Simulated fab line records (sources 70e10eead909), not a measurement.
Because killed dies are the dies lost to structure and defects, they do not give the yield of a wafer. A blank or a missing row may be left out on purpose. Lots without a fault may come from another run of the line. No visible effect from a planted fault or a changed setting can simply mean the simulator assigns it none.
fab line records    flow nand_harc
record: lots: 6  wafers: 18  last_day: 33
route steps=1302 shown A_STAIRCASE@807 END@1302
lots with no fault: from the same line, run without faults
start_h: hours from the record's first day to the start of the lot's first wafer shown    wait_h: hours since the lot's step before    " as in the row above    L1.1+2: a single row standing in for several wafers    - no value, or no start given    * or withheld: withheld    < > ~ a bound
route shown NAME@n: names a module that has steps shown in the file, with the first one's number in the route    usual: the fault-free wafers' mean and standard deviation    same: alike in all rows    chamber/n: place in a boat    sites: readings site by site    _std_site: their standard deviation    _edge_site: outer sites' mean less inner sites'    radius_mm: for every site, how far away it sits from the centre of the wafer    mask NAME#n: copy n    behind: the last tool/chamber to shape the wafer    hold: the reason the lot was held/the length of the hold in hours/how it ended    device: the transistor (n, p or np) that didn't switch    end of line: tests run on the same wafers once the route is complete    a step given without rows: its recipe and nothing more    killed: count of dies lost to structure and defects at first sort (not the wafer's yield)    map: a wafer's dies, x killed, . not, _ none there
set.NAME: the run value of the setting; set.NAME@STEP: its run value at that earlier step    model.NAME: the simulator's own value behind a step, which no gauge read
lots at selected steps of the route; one table per step, one row per wafer
services: a tool's chamber out of use, with start hour (start_h, from the record's first day; less than 0 if before it), hours out, and reason
== steps ==
step: NHARC_A_STAIRCASE_DESCUM_291
recipe: time_s: 3  o2_flow_sccm: 200  ar_flow_sccm: 0  bias_power_w: 0  chemistry: O2
usual: chamber_pressure_mTorr: 59.99/0.055  drypump_motor_current_A: 6.1/0.34  oes_product_au: 1.001/0.0081  rf_vpp_V: 57.9/0.87  showerhead_plenum_p_Torr: 1.95/0.091  throttle_valve_pct: 11.310/0.0079
lot.wafer  tool         chamber  start_h  wait_h  chamber_pressure_mTorr  drypump_motor_current_A  oes_product_au  rf_hours_counter_h  rf_vpp_V  showerhead_plenum_p_Torr  throttle_valve_pct
L452.4     rie_diel-06  2        388.92   -       59.95                   6.4                      0.988           19                  57.8      1.96                      11.321
L452.5     "            3        "        "       60.06                   6.5                      0.982           -                   57.3      2.03                      11.307
L452.6     "            0        "        "       59.99                   5.9                      0.989           -                   57.5      1.90                      11.311
L460.3     rie_diel-06  2        449.27   -       60.05                   6.4                      1.012           40                  59.0      1.95                      11.315
L460.4     "            3        "        "       59.98                   6.5                      0.995           44                  58.2      2.02                      11.309
L460.1     "            0        "        "       59.92                   6.0                      1.007           46                  57.0      1.89                      11.306
L468.1     rie_diel-01  0        533.76   -       59.92                   5.7                      1.019           54                  57.8      1.83                      11.305
L468.4     "            1        "        "       59.95                   5.4                      1.005           55                  56.6      1.85                      11.316
L468.5     "            0        "        "       60.05                   5.6                      1.022           -                   57.9      1.83                      11.296
L469.2     rie_diel-06  1        555.49   -       59.96                   6.4                      0.998           21                  59.3      2.05                      11.321
L469.6     "            2        "        "       59.99                   6.5                      1.002           -                   57.4      1.94                      11.326
L469.5     "            3        "        "       59.92                   6.5                      0.991           -                   57.9      2.02                      11.312
L470.3     rie_diel-06  0        563.02   -       60.08                   5.9                      1.001           27                  57.0      1.88                      11.312
L470.2     "            1        "        "       60.07                   6.4                      0.999           25                  57.7      2.05                      11.311
L470.4     "            2        "        "       60.07                   6.5                      1.012           22                  57.5      1.94                      11.326
L474.1     rie_diel-04  0        600.58   -       59.94                   6.2                      0.995           19                  55.7      1.80                      11.308
L474.2     "            1        "        "       60.06                   6.3                      0.995           17                  57.8      1.83                      11.311
L474.6     "            3        "        "       59.90                   5.5                      1.010           -                   58.2      2.05                      11.323
step: NHARC_A_STAIRCASE_ETCH_292
recipe: cf4_flow_sccm: 100  chf3_flow_sccm: 30  ar_flow_sccm: 0  rf_w: 500  bias_w: 200  chemistry: CF4/CHF3
step: NHARC_A_STAIRCASE_HM_OPEN_460
recipe: o2_flow_sccm: 400  cos_flow_sccm: 20  ar_flow_sccm: 0  rf_w: 500  bias_w: 300  chemistry: O2/COS
usual: bias_w: 300.0/0.97  chamber_pressure_mTorr: 19.998/0.019  drypump_motor_current_A: 6.1/0.36  oes_product_au: 1.002/0.007  rf_vpp_V: 468/3  showerhead_plenum_p_Torr: 3.18/0.14  throttle_valve_pct: 28.329/0.0095
lot.wafer  tool         chamber  start_h  wait_h  bias_w  chamber_pressure_mTorr  drypump_motor_current_A  oes_product_au  rf_hours_counter_h  rf_vpp_V  showerhead_plenum_p_Torr  throttle_valve_pct
L452.4     rie_diel-06  0        -        -       298.9   20.043                  6.0                      1.007           28                  466       3.10                      28.346
L452.6     "            1        "        "       301.9   19.972                  6.4                      0.996           -                   473       3.36                      28.326
L452.5     "            2        "        "       298.8   19.994                  6.5                      1.004           -                   470       3.19                      28.317
L460.1     rie_diel-06  0        -        -       300.0   19.972                  6.0                      1.006           46                  467       3.09                      28.332
L460.3     "            1        "        "       299.7   19.989                  6.4                      0.992           44                  472       3.35                      28.319
L460.4     "            2        "        "       300.0   19.998                  6.4                      1.010           40                  470       3.18                      28.312
L468.1     rie_diel-01  3        -        -       298.0   20.019                  5.9                      1.001           51                  471       3.32                      28.325
L468.4     "            0        "        "       300.4   19.970                  5.7                      1.011           54                  464       2.99                      28.325
L468.5     "            1        "        "       301.0   19.996                  5.4                      1.003           -                   466       3.03                      28.343
L469.2     rie_diel-06  0        -        -       300.3   19.981                  6.0                      1.003           22                  466       3.07                      28.335
L469.6     "            3        "        "       299.7   19.986                  6.5                      0.997           -                   471       3.28                      28.332
L469.5     "            0        "        "       300.0   19.989                  6.0                      1.006           -                   466       3.07                      28.312
L470.2     rie_diel-06  0        -        -       298.4   19.986                  6.0                      1.006           27                  466       3.07                      28.308
L470.4     "            2        "        "       300.1   19.998                  6.5                      0.999           22                  468       3.16                      28.337
L470.3     "            3        "        "       299.5   19.997                  6.5                      1.000           16                  471       3.28                      28.321
L474.2     rie_diel-04  2        -        -       299.9   20.015                  6.3                      1.004           17                  469       3.17                      28.326
L474.1     "            0        "        "       300.2   19.969                  6.2                      1.018           19                  466       2.95                      28.327
L474.6     "            2        "        "       299.1   19.987                  6.3                      0.999           -                   468       3.17                      28.335
step: NHARC_A_STAIRCASE_STRIP_461
recipe: o2_flow_sccm: 400  cos_flow_sccm: 20  ar_flow_sccm: 0  bias_w: 0  chemistry: O2/COS
step: NHARC_A_STAIRCASE_ETCH_452
recipe: target_depth_a: 300  overetch_a: 30  time_s: 16.5  ion_energy_ev: 100  cf4_flow_sccm: 80  o2_flow_sccm: 20  ar_flow_sccm: 0  rf_w: 300  bias_w: 100  chemistry: CF4/O2
step: NHARC_A_STAIRCASE_ETCH_294
recipe: target_depth_a: 49890  time_s: 1211.6  ion_energy_ev: 800  c4f8_flow_sccm: 80  o2_flow_sccm: 60  ar_flow_sccm: withheld  rf_w: 600  bias_w: 3000  chemistry: C4F8/O2/Ar
usual: bias_w: 2999/9  chamber_pressure_mTorr: 25.002/0.021  oes_product_au: 0.935/0.0086  rf_vpp_V: 1831/12
lot.wafer  tool         chamber  start_h  wait_h  bias_w  chamber_pressure_mTorr  oes_product_au  rf_hours_counter_h  rf_vpp_V
L452.4     rie_diel-06  1        -        -       2995    25.031                  0.939           26                  1846
L452.5     "            0        "        "       3014    25.048                  0.934           -                   1825
L452.6     "            1        "        "       2999    25.008                  0.937           -                   1846
L460.3     rie_diel-06  2        -        -       3010    25.013                  0.943           40                  1831
L460.1     "            0        "        "       2981    25.008                  0.934           46                  1823
L460.4     "            1        "        "       3007    25.013                  0.934           44                  1845
L468.1     rie_diel-01  0        -        -       3005    25.054                  0.954           54                  1815
L468.4     "            1        "        "       2985    25.012                  0.945           55                  1818
L468.5     "            1        "        "       2991    24.933                  0.944           -                   1820
L469.2     rie_diel-06  2        -        -       2988    24.992                  0.937           20                  1831
L469.5     "            0        "        "       2993    25.024                  0.928           -                   1823
L469.6     "            1        "        "       3002    25.026                  0.935           -                   1844
L470.2     rie_diel-06  3        -        -       3013    25.009                  0.939           16                  1840
L470.3     "            1        "        "       3001    25.000                  0.940           26                  1845
L470.4     "            2        "        "       3004    25.006                  0.938           22                  1830
L474.2     rie_diel-04  2        -        -       2998    25.021                  0.930           17                  1831
L474.1     "            3        "        "       2987    25.008                  0.937           20                  1844
L474.6     "            1        "        "       3004    24.966                  0.944           -                   1816
step: NHARC_A_STAIRCASE_STRIP_295
recipe: o2_flow_sccm: 500  ar_flow_sccm: 0  bias_w: 0  chemistry: O2
usual: chamber_pressure_mTorr: 60.00/0.055  drypump_motor_current_A: 6.1/0.35  oes_product_au: 1.001/0.007  rf_vpp_V: 57.9/0.93  showerhead_plenum_p_Torr: 3.60/0.16  throttle_valve_pct: 17.036/0.0096
same: bias_w: 0
lot.wafer  tool         chamber  start_h  wait_h  chamber_pressure_mTorr  drypump_motor_current_A  oes_product_au  rf_hours_counter_h  rf_vpp_V  showerhead_plenum_p_Torr  throttle_valve_pct
L452.4     rie_diel-06  1        -        -       60.02                   6.4                      0.998           27                  58.3      3.79                      17.038
L452.5     "            1        "        "       59.99                   6.4                      0.983           -                   56.5      3.79                      17.034
L452.6     "            2        "        "       59.99                   6.5                      1.017           -                   57.7      3.60                      17.049
L460.1     rie_diel-06  3        -        -       59.97                   6.5                      1.006           45                  58.4      3.72                      17.027
L460.3     "            0        "        "       60.12                   6.0                      1.010           47                  57.6      3.49                      17.035
L460.4     "            2        "        "       60.06                   6.5                      1.014           41                  57.2      3.59                      17.045
L468.4     rie_diel-01  3        -        -       60.02                   5.9                      0.999           51                  58.3      3.74                      17.047
L468.1     "            0        "        "       60.07                   5.7                      1.008           54                  57.5      3.38                      17.039
L468.5     "            0        "        "       60.00                   5.7                      1.001           -                   57.3      3.38                      17.042
L469.2     rie_diel-06  0        -        -       60.06                   6.0                      1.001           23                  58.2      3.47                      17.037
L469.5     "            2        "        "       59.95                   6.5                      0.998           -                   57.3      3.57                      17.037
L469.6     "            3        "        "       60.06                   6.5                      1.000           -                   59.1      3.71                      17.021
L470.4     rie_diel-06  2        -        -       59.90                   6.5                      1.001           22                  58.0      3.57                      17.055
L470.3     "            3        "        "       60.04                   6.5                      0.990           17                  58.7      3.70                      17.029
L470.2     "            1        "        "       60.05                   6.4                      0.997           26                  59.4      3.76                      17.034
L474.2     rie_diel-04  1        -        -       59.96                   6.3                      0.994           17                  57.6      3.39                      17.032
L474.1     "            2        "        "       60.07                   6.3                      0.998           17                  58.5      3.59                      17.026
L474.6     "            0        "        "       60.07                   6.2                      1.008           -                   57.1      3.33                      17.024
step: NHARC_A_STAIRCASE_STRIP_296
recipe: time_s: 900  temp_c: 130  chemistry: SPM
step: NHARC_A_STAIRCASE_PRECLEAN_297
recipe: time_s: *  temp_c: 50  bath_age_min: 0  chemistry: SC1
step: NHARC_A_STAIRCASE_SRD_298
step: NHARC_A_STAIRCASE_HM_DEP_462
recipe: target_thk_a: 8000  temp_c: 400  material: aC
usual: throttle_valve_pct: 35.000/0.0089
lot.wafer  tool        chamber  start_h  wait_h  throttle_valve_pct
L452.4     acl_dep-01  0        392.68   1.4     34.995
L452.5     "           0        "        "       35.007
L452.6     "           0        "        "       35.003
L460.1     acl_dep-01  0        453.17   1.6     34.997
L460.3     "           0        "        "       35.006
L460.4     "           0        "        "       35.009
L468.1     acl_dep-01  0        536.02   0.1     34.998
L468.4     "           0        "        "       34.998
L468.5     "           0        "        "       35.011
L469.2     acl_dep-03  0        562.94   5.3     34.994
L469.5     "           0        "        "       34.999
L469.6     "           0        "        "       35.004
L470.2     acl_dep-03  0        566.66   1.4     35.008
L470.3     "           0        "        "       35.005
L470.4     "           0        "        "       35.002
L474.1     acl_dep-02  0        602.83   0.1     35.004
L474.2     "           0        "        "       34.990
L474.6     "           0        604.37   1.6     34.998
step: NHARC_A_STAIRCASE_DEP_301
recipe: target_thk_a: 300  target_thk_nm: 30  temp_c: 400  pressure_torr: 3.5  flow_sccm: 200  rf_w: 350  material: SiON
usual: heater_power_w: 795/70  rf_fwd_power_W: 348.1/1.2
lot.wafer  tool      chamber  start_h  wait_h  heater_power_w  rf_fwd_power_W
L452.4     pecvd-04  1        393.70   0.7     831             349.3
L452.6     "         2        "        "       856             348.5
L452.5     "         0        "        "       754             348.0
L460.3     pecvd-01  0        455.21   1.1     665             349.1
L460.1     "         1        "        "       865             346.8
L460.4     "         0        "        "       663             348.8
L468.1     pecvd-01  2        538.00   1.7     839             305.3
L468.4     "         0        "        "       774             306.0
L468.5     "         2        "        "       828             304.0
L469.2     pecvd-01  0        564.57   1.3     665             306.6
L469.5     "         1        "        "       801             306.7
L469.6     "         0        "        "       669             305.7
L470.2     pecvd-04  2        568.24   1.3     833             350.4
L470.3     "         1        "        "       764             349.8
L470.4     "         2        "        "       841             350.2
L474.1     pecvd-03  2        604.70   1.6     833             346.9
L474.2     "         1        "        "       783             347.1
L474.6     "         1        "        "       786             349.5
step: NHARC_A_STAIRCASE_DEHYDRATE_302
recipe: temp_c: 150  time_s: 120
step: NHARC_END_SORT_01
recipe: temp_c: 25
usual: killed_at_array: 52/17  killed_at_other: 0.8/1.1  killed_at_periphery: 3.2/2.2  killed_dies: 57/17  killed_open: 3.4/1.8  killed_short: 2.4/1.6
same: gross_dies: 677
lot.wafer  tool       chamber  start_h  wait_h  killed_at_array  killed_at_other  killed_at_periphery  killed_dies  killed_open  killed_short
L452.4     prober-02  0        568.02   3.4     60               2                6                    68           6            1
L452.5     prober-02  0        568.83   3.7     60               4                4                    68           6            1
L452.6     prober-02  0        569.63   4.0     52               3                6                    61           4            1
L470.2     prober-02  0        743.04   2.8     74               4                2                    80           2            2
L470.3     prober-02  0        743.84   3.1     86               2                2                    90           3            2
L470.4     prober-02  0        744.64   3.4     86               1                0                    87           3            1
killed by level:class
L452.4 A_CHANNEL_HOLE_D1:chamber_film_flake=28 A_SLIT:chamber_film_flake=19 A_STAIRCASE:chamber_film_flake=4 P_M1:chamber_film_flake=2 A_CONTACT:chamber_film_flake=2 THIN_TSV:chamber_film_flake=2 P_STI:geometric_particle:open=1 P_CONTACT:geometric_particle:open=1
L452.5 A_CHANNEL_HOLE_D1:chamber_film_flake=29 A_SLIT:chamber_film_flake=18 THIN_TSV:chamber_film_flake=4 A_CHANNEL_HOLE_D2:chamber_film_flake=3 A_STAIRCASE:chamber_film_flake=3 P_M1:geometric_particle:open=2 A_CHANNEL_FILL_D2:geometric_particle:open=2 P_M1:chamber_film_flake=2
L452.6 A_CHANNEL_HOLE_D1:chamber_film_flake=25 A_SLIT:chamber_film_flake=10 A_CHANNEL_HOLE_D2:chamber_film_flake=6 A_CONTACT:chamber_film_flake=4 P_M1:chamber_film_flake=3 A_STAIRCASE:chamber_film_flake=3 THIN_TSV:chamber_film_flake=3 P_STI:geometric_particle:open=1
L470.2 A_SLIT:chamber_film_flake=26 A_CHANNEL_HOLE_D1:chamber_film_flake=21 A_CHANNEL_HOLE_D2:chamber_film_flake=16 THIN_TSV:chamber_film_flake=4 A_CONTACT:chamber_film_flake=3 A_STAIRCASE:chamber_film_flake=2 P_CONTACT:geometric_particle:open=1 A_DECK1_JOINT:geometric_particle:short=1
L470.3 A_CHANNEL_HOLE_D1:chamber_film_flake=35 A_SLIT:chamber_film_flake=25 A_CHANNEL_HOLE_D2:chamber_film_flake=11 A_CONTACT:chamber_film_flake=4 A_WL_FILL:chamber_film_flake=3 A_STAIRCASE:chamber_film_flake=2 P_M0:geometric_particle:open=1 A_DECK1_JOINT:geometric_particle:open=1
L470.4 A_SLIT:chamber_film_flake=28 A_CHANNEL_HOLE_D1:chamber_film_flake=24 A_CHANNEL_HOLE_D2:chamber_film_flake=14 A_WL_FILL:chamber_film_flake=7 A_STAIRCASE:chamber_film_flake=3 A_CONTACT:chamber_film_flake=2 A_DECK1_JOINT:chamber_film_flake=2 A_CHANNEL_HOLE_D1:geometric_particle:open=1
== services ==
tool         chamber  start_h  hours  kind
rie_diel-06  0        365.66   -      clean
rie_diel-06  1        365.66   -      clean
pecvd-03     -        366.19   13.0   pm
acl_dep-01   -        371.46   13.0   pm
rie_diel-01  -        380.83   9.0    pm
rie_diel-01  0        411.25   2.8    repair
acl_dep-02   -        424.26   13.0   pm
rie_diel-01  3        435.56   7.4    repair
pecvd-04     -        450.11   13.0   pm
rie_diel-04  -        475.32   1.2    repair
acl_dep-03   -        482.60   13.0   pm
rie_diel-06  -        484.64   9.0    pm
pecvd-01     -        492.00   13.0   pm
rie_diel-01  1        507.78   6.3    repair
rie_diel-01  -        523.00   1.1    repair
rie_diel-04  2        529.53   12.9   repair
rie_diel-04  -        532.24   9.0    pm
rie_diel-06  3        532.99   20.9   repair
pecvd-03     -        547.19   13.0   pm
acl_dep-01   -        552.46   13.0   pm
rie_diel-01  -        560.45   9.0    pm
pecvd-03     2        585.82   4.0    repair
rie_diel-06  -        597.62   0.4    repair
pecvd-03     0        603.76   3.6    repair
== key ==
first_sign: step: NHARC_A_STAIRCASE_DEP_301  reading: rf_fwd_power_W  direction: down  sigmas: 34  usual: *  struck: *
effect none on later readings
met_at NHARC_A_STAIRCASE_DEP_301
struck_wafers L468.1,L468.4,L468.5,L469.2,L469.5,L469.6
tester_left_out L468,L469
onset_between 455.21 538.00
fault: kind: process_parameter_drift  tool: pecvd-01  chamber: -  onset_h: 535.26  steps: NHARC_A_STAIRCASE_DEP_301  channel: rf_w  offset: *  shape: step  end_h: 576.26  acts_in: *  stated: *
tester_left_out: of these lots the tester's yield and bins aren't shown, on N5 and GAA mostly nor the transistor test; their killed dies are dies lost to structure and defects alone, not to doping, threshold or leakage, so they don't give the yield
